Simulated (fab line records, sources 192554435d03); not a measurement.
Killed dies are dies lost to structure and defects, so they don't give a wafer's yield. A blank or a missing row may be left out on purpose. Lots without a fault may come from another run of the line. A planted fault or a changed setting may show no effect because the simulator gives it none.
fab line records | flow n5_finfet
record lots=9 wafers=27 last_day=17
route steps=1938 shown BEOL_M4@1111 BEOL_M11@1571 BEOL_M12@1612 PASSIVATION@1936
lots that met no fault: from a run of the same line without faults
start_h: hours from the record's first day to the start of the lot's first wafer shown | wait_h: hours since the lot's step before | " the same as in the row above | L1.1+2: a row that stands for several wafers | - no value, or no start given | * or withheld: withheld | < > ~ a bound
route shown NAME@n: a module of which the file shows steps, and the number in the route of the first | usual: mean/standard deviation of fault-free wafers | same: alike in all rows | chamber/n: place in a boat | sites: the reading at each site | _std_site: their standard deviation | _edge_site: outer sites' mean less inner sites' | radius_mm: how far each site lies from the wafer's centre | mask NAME#n: copy n | behind: the tool/chamber that last shaped the wafer | hold: why the lot was held/for how many hours/how that ended | device: the transistor (n, p or np) that didn't switch | end of line: the same wafers' tests at the end of the route | a step without rows: its recipe alone | killed: dies lost to structure and defects at the first sort, not the wafer's yield | map: a wafer's dies, x killed, . not, _ none there
set.NAME: the setting as run; set.NAME@STEP: as run at that earlier step | model.NAME: the simulator's own value behind a step, which no gauge read
steps of the route over a sample of lots; a table a step, a row a wafer
services: from which hour (start_h, from the record's first day; less than 0 if before it) a tool's chamber was out of use, for how many hours, and why
## steps
# step N5_BEOL_M4_RC_MEAS_101
# usual DIBL_N=36.4/1.4 DIBL_P=36.3/1.5 IOFF_N=0.162/0.023 IOFF_P=0.211/0.027 ION_N=676/9.7 ION_P=463/6.4 SS_N=71.5/0.5 SS_P=73.3/0.6 VT_N=249.3/2.5 VT_P=-249.9/2.8
# columns lot.wafer tool chamber start_h wait_h DIBL_N[mV/V] DIBL_P[mV/V] IOFF_N[nA/um] IOFF_P[nA/um] ION_N[uA/um] ION_P[uA/um] SS_N[mV/dec] SS_P[mV/dec] VT_N[mV] VT_P[mV]
L953.1 prober-02 0 163.23 0.0 37.8 35.0 0.163 0.205 663 456 72.0 73.1 250.6 -251.6
L953.4 " 0 " " 37.2 35.9 0.155 0.225 672 466 71.1 72.1 249.4 -249.4
L953.5 " 0 " " 38.0 36.3 0.161 0.222 664 457 71.8 73.2 250.6 -248.1
L957.1 prober-01 0 195.49 0.0 37.1 37.2 0.183 0.225 700 469 71.8 73.9 247.9 -248.5
L957.5 " 0 " " 35.7 35.8 0.159 0.202 688 467 71.3 73.1 246.8 -252.4
L957.6 " 0 " " 36.9 37.4 0.177 0.217 693 467 71.5 74.4 248.6 -251.1
L958.1 prober-02 0 197.01 0.0 35.4 36.3 0.174 0.253 677 470 71.4 73.0 247.8 -245.6
L958.4 " 0 " " 36.2 37.1 0.183 0.274 678 472 71.1 73.0 246.7 -242.0
L958.6 " 0 " " 33.2 33.3 0.131 0.208 675 471 71.1 72.1 250.9 -245.3
L959.4 prober-01 0 212.91 0.5 33.7 33.6 0.121 0.176 664 462 70.7 72.0 253.4 -253.6
L959.5 " 0 " " 36.4 36.3 0.162 0.223 671 461 70.9 72.7 249.2 -250.1
L959.6 " 0 " " 37.4 38.2 0.174 0.237 670 458 71.6 73.3 249.3 -247.8
L965.2 prober-02 0 241.10 0.2 38.3 37.4 0.166 0.247 669 462 71.2 73.4 248.3 -245.2
L965.3 " 0 " " 36.5 35.2 0.143 0.202 679 467 71.3 73.2 247.4 -248.1
L965.6 " 0 " " 37.7 36.0 0.160 0.222 670 455 71.3 72.9 249.1 -247.1
L968.2 prober-02 0 272.06 0.2 36.4 35.6 0.141 0.203 683 470 71.8 73.0 250.3 -251.5
L968.5 " 0 " " 38.5 38.1 0.177 0.247 692 472 71.7 73.6 246.2 -246.2
L968.6 " 0 " " 36.7 36.1 0.150 0.213 676 467 72.1 72.8 248.3 -247.7
L972.1 prober-02 0 295.55 0.0 36.0 34.2 0.153 0.213 670 462 71.6 73.0 250.2 -250.2
L972.2 " 0 " " 36.4 33.9 0.162 0.216 661 457 71.6 71.9 250.8 -246.2
L972.6 " 0 " " 36.4 35.0 0.162 0.231 665 466 71.4 73.6 250.8 -248.0
L974.2 prober-01 0 296.27 0.2 36.9 36.1 0.163 0.192 676 459 71.7 73.5 249.4 -251.9
L974.4 " 0 " " 40.8 42.2 0.254 0.309 706 473 72.2 75.0 244.1 -243.8
L974.5 " 0 " " 38.4 38.3 0.188 0.240 699 472 71.9 74.3 248.1 -250.8
L975.1 prober-02 0 297.84 0.0 34.1 32.7 0.122 0.172 674 465 70.9 72.6 252.4 -251.9
L975.2 " 0 " " 37.0 36.4 0.164 0.225 673 463 71.6 73.3 248.5 -248.6
L975.5 " 0 " " 35.6 35.0 0.149 0.198 691 470 71.2 73.7 247.3 -248.5
# step N5_BEOL_M11_DESCUM_33
# recipe chemistry=O2 time_s=7.9 source_power_w=50 bias_power_w=20 pressure_mtorr=20 rf_frequency_hz=2.712e+07 temp_c=40 resist=CAR-ArF o2_flow_sccm=225
# usual drypump_motor_current_A=5.7/0.41 oes_product_au=0.79/0.077 rf_vpp_V=243.0/1.1 showerhead_plenum_p_Torr=2.09/0.046 throttle_valve_pct=20.40/0.29
# columns lot.wafer tool chamber start_h wait_h drypump_motor_current_A oes_product_au rf_hours_counter_h rf_vpp_V showerhead_plenum_p_Torr throttle_valve_pct
L953.1 rie_diel-03 2 224.95 0.0 5.5 0.73 158 243.3 2.09 20.35
L953.4 " 0 " " 6.2 0.78 136 242.0 2.01 20.15
L953.5 " 0 " " 6.2 0.78 - 242.1 2.01 20.15
L957.1 rie_diel-05 3 260.78 0.8 5.4 0.72 194 242.3 2.08 20.95
L957.5 " 3 " " 5.5 0.74 - 243.4 2.08 20.95
L957.6 " 0 " " 5.7 0.69 - 243.8 2.07 20.89
L958.1 rie_diel-01 2 265.17 0.1 5.7 0.82 82 241.9 2.04 20.17
L958.4 " 3 " " 5.1 0.93 23 244.2 2.13 20.10
L958.6 " 2 " " 5.7 0.81 - 241.6 2.03 20.16
L959.4 rie_diel-03 1 277.77 0.3 6.1 0.72 - 243.4 2.18 20.45
L959.5 " 0 " " 6.2 0.76 - 241.4 2.00 20.18
L959.6 " 3 " " 6.2 0.85 - 243.5 2.13 20.35
L965.2 rie_diel-05 3 300.32 1.1 5.4 0.72 196 243.4 2.08 20.95
L965.3 " 2 " " 5.0 0.87 49 243.1 2.13 19.87
L965.6 " 3 " " 5.5 0.72 - 242.2 2.08 20.96
L968.2 rie_diel-05 2 328.34 0.1 5.0 0.84 58 243.7 2.13 19.90
L968.5 " 0 " " 5.7 0.94 - 241.8 2.07 20.47
L968.6 " 1 " " 6.2 0.76 - 243.7 2.10 20.79
L972.1 rie_diel-03 0 350.91 0.0 6.2 0.73 184 240.9 1.99 20.21
L972.2 " 2 " " 5.4 0.71 192 242.4 2.07 20.41
L972.6 " 2 " " 5.4 0.70 - 243.7 2.07 20.41
L974.2 rie_diel-01 2 357.51 0.0 5.7 0.77 117 241.0 2.02 20.22
L974.4 " 3 " " 5.1 0.87 58 244.3 2.12 20.15
L974.5 " 0 " " 5.6 0.72 - 241.7 2.08 20.51
L975.1 rie_diel-03 2 357.96 0.2 5.4 0.70 194 243.0 2.07 20.42
L975.2 " 0 " " 6.2 0.73 186 242.6 1.99 20.23
L975.5 " 2 " " 5.4 0.70 - 242.3 2.07 20.41
# step N5_BEOL_M11_ALD_74
# recipe material=TaN target_thk_a=20 temp_c=275 ald_precursor_family=PDMAT ald_co_reactant=NH3 pressure_torr=3 carrier_flow_sccm=1500 pulse_time_s=2 purge_time_s=3 co_reactant_purge_time_s=2 co_reactant_pulse_time_s=3 ald_cycles=40 precursor_vessel_temp_c=75 precursor_vessel_pressure_torr=26.25 precursor_vessel_carrier_sccm=1000
# usual ald_cycles=40/0 chamber_pressure_Torr=3.000/0.0068 heater_power_outer_w=237/33 heater_power_w=436/48
# columns lot.wafer tool chamber start_h wait_h ald_cycles chamber_pressure_Torr heater_power_outer_w heater_power_w since_wet_clean_h
L953.1 ald_metal-02 2 226.48 0.3 40 3.008 211 402 1428
L953.4 " 0 " " 40 3.009 230 454 1428
L953.5 " 2 " " 40 3.013 214 389 -
L957.1 ald_metal-04 2 262.34 0.3 - - - - -
L957.5 " 2 " " - - - - -
L957.6 " 1 " " - - - - -
L958.1 ald_metal-04 1 266.69 0.0 - - - - -
L958.4 " 3 " " - - - - -
L958.6 " 2 " " - - - - -
L959.4 ald_metal-04 0 278.95 0.1 - - - - -
L959.5 " 0 " " - - - - -
L959.6 " 1 " " - - - - -
L965.2 ald_metal-04 0 302.02 0.1 40 3.005 236 456 4580
L965.3 " 3 " " 40 2.995 207 390 4580
L965.6 " 0 " " 40 3.006 242 465 -
L968.2 ald_metal-04 2 329.51 0.0 40 3.013 296 513 4608
L968.5 " 2 " " 40 3.013 299 543 -
L968.6 " 1 " " 40 2.993 234 409 -
L972.1 ald_metal-04 3 352.07 0.1 40 2.985 203 385 4630
L972.2 " 1 " " 40 2.992 227 421 4630
L972.6 " 2 " " 40 3.003 294 536 -
L974.2 ald_metal-03 3 359.14 0.1 40 3.007 252 422 3099
L974.4 " 0 " " 40 2.985 210 406 3099
L974.5 " 1 " " 40 3.010 300 508 -
L975.1 ald_metal-02 0 359.21 0.0 40 3.000 226 448 1561
L975.2 " 1 " " 40 3.011 227 422 1561
L975.5 " 1 " " 40 3.005 223 421 -
# step N5_BEOL_M11_SURFACE_TREAT_76
# recipe gas=Ar time_s=* ion_energy_ev=* ion_current_ma_cm2=0.5 pressure_mtorr=* ar_flow_sccm=30
# usual throttle_valve_pct=*
# columns lot.wafer tool chamber start_h wait_h throttle_valve_pct
L953.1 pvd_sputter-02 - 226.77 0.2 *
L953.4 " - " " *
L953.5 " - " " *
L957.1 pvd_sputter-03 - 263.02 0.6 *
L957.5 " - " " *
L957.6 " - " " *
L958.1 pvd_sputter-01 - 267.03 0.2 *
L958.4 " - " " *
L958.6 " - " " *
L959.4 pvd_sputter-03 - 279.35 0.3 *
L959.5 " - " " *
L959.6 " - " " *
L965.2 pvd_sputter-02 - 302.34 0.2 *
L965.3 " - " " *
L965.6 " - " " *
L968.2 pvd_sputter-01 - 329.87 0.2 *
L968.5 " - " " *
L968.6 " - " " *
L972.1 pvd_sputter-02 - 352.35 0.2 *
L972.2 " - " " *
L972.6 " - " " *
L974.2 pvd_sputter-03 - 359.49 0.2 *
L974.4 " - " " *
L974.5 " - " " *
L975.1 pvd_sputter-02 - 359.50 0.2 *
L975.2 " - " " *
L975.5 " - " " *
# step N5_BEOL_M11_CMP_52
# recipe stop_on=SiCOH_lowk t_overpolish_s=7 down_force_psi=1 platen_rpm=50 clearing_platen_down_force_psi=1.5 clearing_platen_rpm=50 post_cmp_clean=cu_alkaline target_thk_nm=140 clearing_platen_pad_velocity_m_s=0.99484 pad_velocity_m_s=0.99484
# usual barrier_field_endpoint_s=29.1/0.74 motor_current_A=6.0/0.37 slurry_filter_dp_kPa=13.50/0.12
# columns lot.wafer tool chamber start_h wait_h barrier_field_endpoint_s motor_current_A slurry_filter_dp_kPa
L953.1 cmp-04 1 227.57 0.3 29.9 6.0 13.42
L953.4 " 2 " " 29.6 6.6 13.61
L953.5 " 0 " " 28.9 5.8 13.48
L957.1 cmp-03 1 266.13 2.5 26.5 6.1 13.51
L957.5 " 3 " " 26.7 6.1 13.66
L957.6 " 0 " " 26.4 5.5 13.36
L958.1 cmp-04 1 267.95 0.3 26.7 5.9 13.61
L958.4 " 0 " " 26.9 5.8 13.31
L958.6 " 2 " " 26.5 6.3 13.59
L959.4 cmp-04 1 280.37 0.2 26.6 5.9 13.36
L959.5 " 3 " " 27.0 6.3 13.55
L959.6 " 0 " " 26.5 5.5 13.63
L965.3 cmp-03 2 303.34 0.2 29.4 5.8 13.61
L965.2 " 3 " " 30.3 6.0 13.36
L965.6 " 3 " " 30.1 6.2 13.42
L968.2 cmp-03 3 330.95 0.2 30.4 6.0 13.36
L968.6 " 2 " " 30.4 5.9 13.25
L968.5 " 3 " " 31.4 5.9 13.48
L972.2 cmp-04 0 353.45 0.2 28.7 5.7 13.70
L972.1 " 1 " " 28.7 6.0 13.55
L972.6 " 0 " " 29.4 5.7 13.57
L974.2 cmp-04 0 360.21 0.2 29.2 5.5 13.48
L974.4 " 3 " " 29.1 6.1 13.35
L974.5 " 1 " " 29.3 5.9 13.50
L975.1 cmp-01 3 360.91 0.5 28.9 5.6 13.43
L975.2 " 0 " " 27.8 5.8 13.46
L975.5 " 3 " " 28.2 5.7 13.34
# step N5_BEOL_M12_CD_MEAS_10
# recipe target_cd_nm=140 landing_energy_ev=500 detector=se_inlens polarity=opening
# usual cd_nm=140.6/1.3
# columns lot.wafer tool chamber start_h wait_h cd_nm
L953.1 cd_sem-03 0 228.48 - 141.8
L953.4 " 0 " " 142.9
L953.5 " 0 " " 140.4
L965.2 cd_sem-01 0 304.26 - 140.3
L965.3 " 0 " " 141.0
L965.6 " 0 " " 139.3
L968.2 cd_sem-01 0 331.83 - 138.8
L968.5 " 0 " " 141.0
L968.6 " 0 " " 139.5
L972.1 cd_sem-01 0 354.33 - 138.3
L972.2 " 0 " " 142.5
L972.6 " 0 " " 142.5
L974.2 cd_sem-03 0 361.26 - 139.7
L974.4 " 0 " " 140.1
L974.5 " 0 " " 138.6
L975.1 cd_sem-01 0 361.78 - 140.4
L975.2 " 0 " " 143.3
L975.5 " 0 " " 142.7
# step N5_PASSIVATION_PROBE_49
# usual defect_limited_yield=91.3/1.3 killed_at_M0_to_M3=33/8.9 killed_at_M4_up=15/5.4 killed_at_contacts=13/5.8 killed_at_front_end=39/9.9 killed_at_other=3.2/2.9 killed_dies=102/15 killed_on_rim=13/3.7 killed_open=68/12 killed_short=34/7.6 sort_bin_4_leakage=0.00/0.007 sort_bin_5_function=5.1/0.89 sort_bin_6_memory=3.2/0.63 sort_n_pass=1078/15 sort_yield_pct=91.3/1.3
# same gross_dies=1180 killed_at_back_side=0 sort_bin_8_speed[%]=0
# columns lot.wafer tool chamber start_h wait_h defect_limited_yield[%] killed_at_M0_to_M3 killed_at_M4_up killed_at_contacts killed_at_front_end killed_at_other killed_dies killed_on_rim killed_open killed_short sort_bin_4_leakage[%] sort_bin_5_function[%] sort_bin_6_memory[%] sort_n_pass sort_yield_pct[%]
L953.1 prober-01 - 266.59 0.0 91.6 45 12 20 18 4 99 11 55 43 0 4.5 3.6 1081 91.6
L953.4 prober-01 - 266.74 0.2 93.1 25 14 14 28 1 82 6 55 26 0 4.5 2.4 1098 93.1
L953.5 prober-01 - 266.79 0.2 93.6 26 16 10 22 2 76 10 59 16 0 4.1 2.3 1104 93.6
L957.1 prober-02 - 301.04 0.0 0 25 1093 14 39 9 1180 152 62 32 92.03 4.5 3.0 0 0
L957.5 prober-02 - 301.24 0.2 0 20 1111 16 29 4 1180 152 63 27 92.37 5.0 2.4 0 0
L957.6 prober-02 - 301.29 0.3 0 29 1098 4 45 4 1180 152 75 24 91.61 4.6 3.5 0 0
L958.1 prober-02 - 306.13 0.0 0 34 1105 6 32 3 1180 152 49 37 92.71 4.0 2.9 0 0
L958.4 prober-02 - 306.28 0.2 0 22 1105 9 39 5 1180 152 61 29 92.29 4.4 3.1 0 0
L958.6 prober-02 - 306.38 0.3 0 17 1106 19 37 1 1180 152 65 24 92.29 4.3 3.3 0 0
L959.4 prober-01 - 318.07 0.2 0 39 1086 12 38 5 1180 152 55 47 91.36 4.7 3.3 0 0
L959.5 prober-01 - 318.12 0.2 0 36 1079 16 45 4 1180 152 79 35 90.34 5.2 4.2 0 0
L959.6 prober-01 - 318.17 0.3 0 24 1091 16 46 3 1180 152 69 32 91.44 4.6 3.6 0 0
L965.2 prober-02 - 345.31 0.1 90.3 40 14 8 51 2 115 17 74 40 0 5.9 3.6 1065 90.3
L965.3 prober-02 - 345.36 0.1 90.7 21 13 18 57 1 110 11 72 38 0 5.4 3.6 1070 90.7
L965.6 prober-02 - 345.51 0.3 89.0 32 13 14 66 5 130 10 81 48 0 7.4 3.6 1050 89.0
L972.1 prober-02 - 396.61 0.0 91.3 39 16 7 36 5 103 15 77 26 0 5.3 2.7 1077 91.3
L972.2 prober-02 - 396.66 0.1 90.0 41 16 21 34 6 118 10 80 38 0 6.4 3.1 1062 90.0
L972.6 prober-02 - 396.86 0.3 91.5 35 13 12 36 4 100 20 71 29 0 5.2 3.1 1080 91.5
L975.1 prober-02 - 403.86 0.0 92.2 25 10 12 45 0 92 15 62 30 0 4.6 2.9 1088 92.2
L975.2 prober-02 - 403.91 0.1 93.6 28 3 13 29 2 75 8 50 25 0 3.7 2.4 1105 93.6
L975.5 prober-02 - 404.06 0.2 91.0 34 12 10 49 1 106 14 68 38 0 5.6 2.8 1074 91.0
# killed by level:class
L953.1 BEOL_M0_SAQP:geometric_particle:short=14 MOL_CONTACT_COAG:geometric_particle:open=13 BEOL_M2:geometric_particle:open=12 BEOL_M0_SAQP:geometric_particle:open=10 MOL_CONTACT_COAG:geometric_particle:short=7 BEOL_M4:geometric_particle:short=4 ILD0:geometric_particle:short=3 BEOL_M3:geometric_particle:short=3
L953.4 BEOL_M0_SAQP:geometric_particle:short=10 MOL_CONTACT_COAG:geometric_particle:open=9 BEOL_M0_SAQP:geometric_particle:open=6 BEOL_M3:geometric_particle:open=6 BEOL_M4:geometric_particle:open=6 MOL_CONTACT_COAG:geometric_particle:short=5 STARTING-WAFER:geometric_particle:open=5 FIN_SAQP:geometric_particle:open=4
L953.5 FIN_SAQP:geometric_particle:open=9 BEOL_M2:geometric_particle:open=9 MOL_CONTACT_COAG:geometric_particle:open=7 BEOL_M3:geometric_particle:open=6 BEOL_M4:geometric_particle:open=6 DUMMY_GATE:geometric_particle:open=5 BEOL_M0_SAQP:geometric_particle:short=4 FIN_SAQP:geometric_particle:short=3
L957.1 BEOL_M11:area_ald=1085 MOL_CONTACT_COAG:geometric_particle:open=13 FIN_SAQP:geometric_particle:open=9 FIN_SAQP:geometric_particle:short=8 BEOL_M2:geometric_particle:open=7 STI_FIN_REVEAL:geometric_particle:open=5 BEOL_M0_SAQP:geometric_particle:open=5 PASS1_CAP:geometric_particle:short=5
L957.5 BEOL_M11:area_ald=1087 BEOL_M4:geometric_particle:open=12 MOL_CONTACT_COAG:geometric_particle:open=11 FIN_SAQP:geometric_particle:open=7 STI_FIN_REVEAL:geometric_particle:open=7 MOL_CONTACT_COAG:geometric_particle:short=5 BEOL_M0_SAQP:geometric_particle:open=4 BEOL_M1:geometric_particle:open=4
L957.6 BEOL_M11:area_ald=1081 FIN_SAQP:geometric_particle:open=17 BEOL_M2:geometric_particle:open=11 BEOL_M4:geometric_particle:open=8 BEOL_M1:geometric_particle:open=6 STI_FIN_REVEAL:geometric_particle:open=6 ILD0:geometric_particle:short=6 BEOL_M3:geometric_particle:open=6
L958.1 BEOL_M11:area_ald=1094 BEOL_M3:geometric_particle:open=8 FIN_SAQP:geometric_particle:short=6 STI_FIN_REVEAL:geometric_particle:open=6 BEOL_M0_SAQP:geometric_particle:open=6 BEOL_M1:geometric_particle:short=5 STARTING-WAFER:geometric_particle:short=5 GATE_CUT:geometric_particle:short=4
L958.4 BEOL_M11:area_ald=1087 STI_FIN_REVEAL:geometric_particle:open=15 BEOL_M4:geometric_particle:open=9 FIN_SAQP:geometric_particle:short=8 MOL_CONTACT_COAG:geometric_particle:open=6 DUMMY_GATE:geometric_particle:open=4 BEOL_M1:geometric_particle:open=4 BEOL_M2:geometric_particle:open=4
L958.6 BEOL_M11:area_ald=1089 MOL_CONTACT_COAG:geometric_particle:open=16 STI_FIN_REVEAL:geometric_particle:open=9 BEOL_M4:geometric_particle:open=7 FIN_SAQP:geometric_particle:open=6 BEOL_M3:geometric_particle:open=5 BEOL_M8:geometric_particle:open=4 FIN_SAQP:geometric_particle:short=3
L959.4 BEOL_M11:area_ald=1077 BEOL_M0_SAQP:geometric_particle:short=13 FIN_SAQP:geometric_particle:short=9 BEOL_M0_SAQP:geometric_particle:open=9 FIN_SAQP:geometric_particle:open=8 MOL_CONTACT_COAG:geometric_particle:short=6 MOL_CONTACT_COAG:geometric_particle:open=6 STI_FIN_REVEAL:geometric_particle:open=4
L959.5 BEOL_M11:area_ald=1066 BEOL_M0_SAQP:geometric_particle:open=14 MOL_CONTACT_COAG:geometric_particle:open=12 FIN_SAQP:geometric_particle:open=9 STI_FIN_REVEAL:geometric_particle:open=9 BEOL_M4:geometric_particle:open=8 BEOL_M2:geometric_particle:open=8 GATE_CUT:geometric_particle:short=7
L959.6 BEOL_M11:area_ald=1079 MOL_CONTACT_COAG:geometric_particle:open=13 FIN_SAQP:geometric_particle:short=12 FIN_SAQP:geometric_particle:open=11 BEOL_M0_SAQP:geometric_particle:open=8 STI_FIN_REVEAL:geometric_particle:open=7 BEOL_M2:geometric_particle:open=6 BEOL_M4:geometric_particle:open=4
L965.2 FIN_SAQP:geometric_particle:short=16 STI_FIN_REVEAL:geometric_particle:open=13 BEOL_M0_SAQP:geometric_particle:open=11 FIN_SAQP:geometric_particle:open=8 BEOL_M1:geometric_particle:open=8 BEOL_M3:geometric_particle:open=8 BEOL_M4:geometric_particle:open=8 MOL_CONTACT_COAG:geometric_particle:open=7
L965.3 FIN_SAQP:geometric_particle:open=19 FIN_SAQP:geometric_particle:short=18 MOL_CONTACT_COAG:geometric_particle:open=17 BEOL_M2:geometric_particle:open=7 GATE_CUT:geometric_particle:short=7 BEOL_M0_SAQP:geometric_particle:open=5 GATE_CUT:geometric_particle:open=4 BEOL_M4:geometric_particle:open=4
L965.6 FIN_SAQP:geometric_particle:short=21 FIN_SAQP:geometric_particle:open=16 MOL_CONTACT_COAG:geometric_particle:open=12 BEOL_M1:geometric_particle:open=10 STI_FIN_REVEAL:geometric_particle:open=9 GATE_CUT:geometric_particle:short=8 BEOL_M2:geometric_particle:open=6 BEOL_M0_SAQP:geometric_particle:open=6
L972.1 FIN_SAQP:geometric_particle:open=16 BEOL_M0_SAQP:geometric_particle:open=9 BEOL_M2:geometric_particle:open=6 BEOL_M0:geometric_particle:open=6 BEOL_M3:geometric_particle:open=6 MOL_CONTACT_COAG:geometric_particle:open=5 BEOL_M0_SAQP:geometric_particle:short=5 BEOL_M4:geometric_particle:open=5
L972.2 MOL_CONTACT_COAG:geometric_particle:open=19 BEOL_M0_SAQP:geometric_particle:short=13 FIN_SAQP:geometric_particle:open=10 STI_FIN_REVEAL:geometric_particle:open=9 BEOL_M0_SAQP:geometric_particle:open=7 BEOL_M1:geometric_particle:open=7 BEOL_M1:geometric_particle:short=5 BEOL_M7:geometric_particle:open=5
L972.6 BEOL_M1:geometric_particle:open=12 BEOL_M4:geometric_particle:open=9 STI_FIN_REVEAL:geometric_particle:open=7 MOL_CONTACT_COAG:geometric_particle:open=7 BEOL_M0_SAQP:geometric_particle:open=7 BEOL_M3:geometric_particle:open=6 GATE_CUT:geometric_particle:short=5 MOL_CONTACT_COAG:geometric_particle:short=5
L975.1 STI_FIN_REVEAL:geometric_particle:open=11 MOL_CONTACT_COAG:geometric_particle:open=11 FIN_SAQP:geometric_particle:short=8 BEOL_M4:geometric_particle:open=8 BEOL_M0_SAQP:geometric_particle:short=7 STARTING-WAFER:geometric_particle:short=7 DUMMY_GATE:geometric_particle:open=5 BEOL_M1:geometric_particle:open=5
L975.2 MOL_CONTACT_COAG:geometric_particle:open=10 BEOL_M0_SAQP:geometric_particle:open=9 BEOL_M1:geometric_particle:open=8 STI_FIN_REVEAL:geometric_particle:open=6 GATE_CUT:geometric_particle:short=6 GATE_CUT:geometric_particle:open=3 MOL_CONTACT_COAG:geometric_particle:short=3 BEOL_M2:geometric_particle:short=3
L975.5 BEOL_M1:geometric_particle:open=13 FIN_SAQP:geometric_particle:short=12 MOL_CONTACT_COAG:geometric_particle:open=10 STI_FIN_REVEAL:geometric_particle:open=8 BEOL_M4:geometric_particle:open=8 GATE_CUT:geometric_particle:short=7 FIN_SAQP:geometric_particle:open=6 GATE_CUT:geometric_particle:open=5
## services
# columns tool chamber start_h hours kind
cmp-03 - 210.09 40.3 repair
cmp-04 - 213.26 4.0 pm
cmp-04 - 218.03 3.4 repair
ald_metal-03 2 227.07 25.8 repair
rie_diel-01 - 232.90 2.8 pm
ald_metal-02 3 241.36 4.2 repair
cmp-04 - 242.97 1.0 repair
rie_diel-03 2 248.66 32.5 repair
cmp-04 - 250.39 14.2 pm
rie_diel-05 - 255.94 4.4 repair
rie_diel-03 3 261.12 1.6 repair
rie_diel-05 - 265.35 34.4 repair
cmp-04 - 276.82 1.1 repair
ald_metal-04 3 282.39 4.5 repair
ald_metal-02 3 298.65 15.9 repair
ald_metal-03 2 315.17 6.9 repair
ald_metal-02 1 319.33 1.8 repair
cmp-01 - 326.51 0.5 repair
pvd_sputter-03 - 338.38 2.8 repair
cmp-03 - 346.73 4.0 pm
rie_diel-03 1 349.49 7.0 repair
cmp-01 - 349.86 1.8 repair
rie_diel-05 3 353.07 7.0 repair
cmp-03 - 358.81 4.6 pm
## key
first_sign step=N5_BEOL_M11_ALD_74 reading=tool_record direction=missing
effect step=N5_BEOL_M11_CMP_52 reading=barrier_field_endpoint_s direction=down sigmas=3.3 usual=29.1 struck=26.7
effect step=N5_PASSIVATION_PROBE_49 reading=sort_bin_4_leakage direction=up sigmas=99+ usual=0.00 struck=91.83
more_kills_born_at N5_BEOL_M11_ALD_74@ald_metal-04=9752
met_at N5_BEOL_M11_ALD_74
struck_lots L957,L958,L959
later_rows_left_out L957.1,L957.5,L957.6,L958.1,L958.4,L958.6,L959.4,L959.5,L959.6
not_acting_at N5_BEOL_M11_DESCUM_33,N5_BEOL_M11_SURFACE_TREAT_76,N5_BEOL_M12_CD_MEAS_10
fault kind=skipped_step_whole tool=ald_metal-04 chamber=- onset_h=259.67 steps=N5_BEOL_M11_ALD_74 scope=struck_lots_only
# later_rows_left_out: the simulator's readings of these wafers behind a module that went badly wrong aren't trusted and aren't shown, but for the sort
